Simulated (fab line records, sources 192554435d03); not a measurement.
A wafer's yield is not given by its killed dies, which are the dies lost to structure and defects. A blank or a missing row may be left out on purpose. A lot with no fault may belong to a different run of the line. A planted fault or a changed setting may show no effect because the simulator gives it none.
Split-lot trial	flow n5_finfet	21 wafers read from 7 lots, route of 1938 steps

## ON THE SPLIT
At N5_BEOL_M9_ETCH_66 (etches SOC in N2/H2, target depth 80 nm, overetch 16 nm, time 120 s), the setting time_s was moved away from the recipe's 120 s on 7 of the 21 wafers read, by -17.9% to +16.0%. All remaining wafers had this setting at the recipe value.

The reading is taken at the split's own step.

## THE READING
SiARC_of_BEOL_M9_COAT_64.thk_nm (the simulator's own value, which no gauge read), in nm, at N5_BEOL_M9_ETCH_66 (etches SOC in N2/H2, target depth 80 nm, overetch 16 nm, time 120 s). There is no usual value for it anywhere in the file. Here, 14 wafers ran the recipe; their average is 6.4 nm with a standard deviation of 0.21 nm.

wafer	tool, chamber at the split	time_s as run, s	against the recipe	SiARC_of_BEOL_M9_COAT_64.thk_nm, nm	against lot-mates on the recipe
L076.1	rie_diel-01, 1	120	recipe	6.4	-
L076.2	rie_diel-01, 2	127.6	+6.3%	5.8	-0.4
L076.5	rie_diel-01, 2	120	recipe	6	-
L075.1	rie_diel-03, 2	103.6	-13.7%	7.6	+1.2
L075.2	rie_diel-03, 1	120	recipe	6.4	-
L075.4	rie_diel-03, 0	103.6	-13.7%	7.2	+0.8
L079.3	rie_diel-01, 0	98.95	-17.5%	7.4	+1.2
L079.5	rie_diel-01, 0	98.95	-17.5%	7.4	+1.2
L079.4	rie_diel-01, 2	120	recipe	6.2	-
L080.2	rie_diel-01, 3	120	recipe	6.2	-
L080.3	rie_diel-01, 0	120	recipe	6.4	-
L080.5	rie_diel-01, 0	120	recipe	6.4	-
L089.2	rie_diel-03, 2	120	recipe	6.8	-
L089.3	rie_diel-03, 3	139.2	+16.0%	5.4	-1.3
L089.6	rie_diel-03, 2	120	recipe	6.6	-
L092.1	rie_diel-03, 0,1,3	120	recipe	6.4	-
L092.3	rie_diel-03, 0,1,3	120	recipe	6.4	-
L092.4	rie_diel-03, 0,1,3	120	recipe	6.4	-
L097.2	rie_diel-03, 0	120	recipe	6.4	-
L097.5	rie_diel-03, 0	98.57	-17.9%	7.6	+1.0
L097.6	rie_diel-03, 2	120	recipe	6.8	-
The file does not say which wafer passed through which chamber wherever a row lists several chambers: such a row stands for several wafers.

FIT RESULTS
A straight line over all 21 wafers: SiARC_of_BEOL_M9_COAT_64.thk_nm changes by -0.0645 nm for each +1% of time_s; r = -0.94; the points scatter about the line by 0.2 nm.
The same after taking each lot's own level away (the mean of its wafers on the recipe; 21 wafers): -0.0695 nm for each +1%; r = -0.97; scatter 0.14 nm.
That fit puts the effect of the largest move of time_s on the reading at 1.2 nm.
The lots' own levels span 6.20 to 6.70 nm, that is 2.4 times the standard deviation above.
Consequently the slope shifts little with the lot-to-lot level, the two slopes agreeing.
Check: for one of the wafers moved furthest among these (-17.9%), held out of the fit, the line's prediction against its lot-mates is +1.28 nm. Against them it came out at +1 nm.

## FURTHER SPLITS ON THESE WAFERS
These wafers also went through other splits before the reading. Each is held against what the fit with the lots' levels taken away leaves over:
other split on the same wafers	wafers away from the commonest value	r with SiARC_of_BEOL_M9_COAT_64.thk_nm (lot level and that fit taken away)
N5_BEOL_M0_SAQP_ETCH_88 source_w	9	-0.36
N5_BEOL_M1_EXPOSE_25 dose_mj	5	+0.11
N5_BEOL_M3_ETCH_70 source_w	7	-0.01
N5_BEOL_M3_ETCH_41 target_depth_a	5	+0.04
N5_BEOL_M4_DESCUM_16 time_s	5	-0.12
N5_BEOL_M4_ETCH_64 bias_w	7	+0.05
N5_BEOL_M5_ETCH_68 time_s	7	+0.42
N5_BEOL_M5_TRENCH_ETCH_37 bias_w	6	+0.14
N5_BEOL_M7_ETCH_61 source_w	9	-0.16
N5_BEOL_M8_CURE_75 time_s	10	-0.19

## FILE'S OWN FIT
SiARC_of_BEOL_M9_COAT_64.thk_nm changes by -0.0684 nm for each +1% of time_s, r = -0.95.
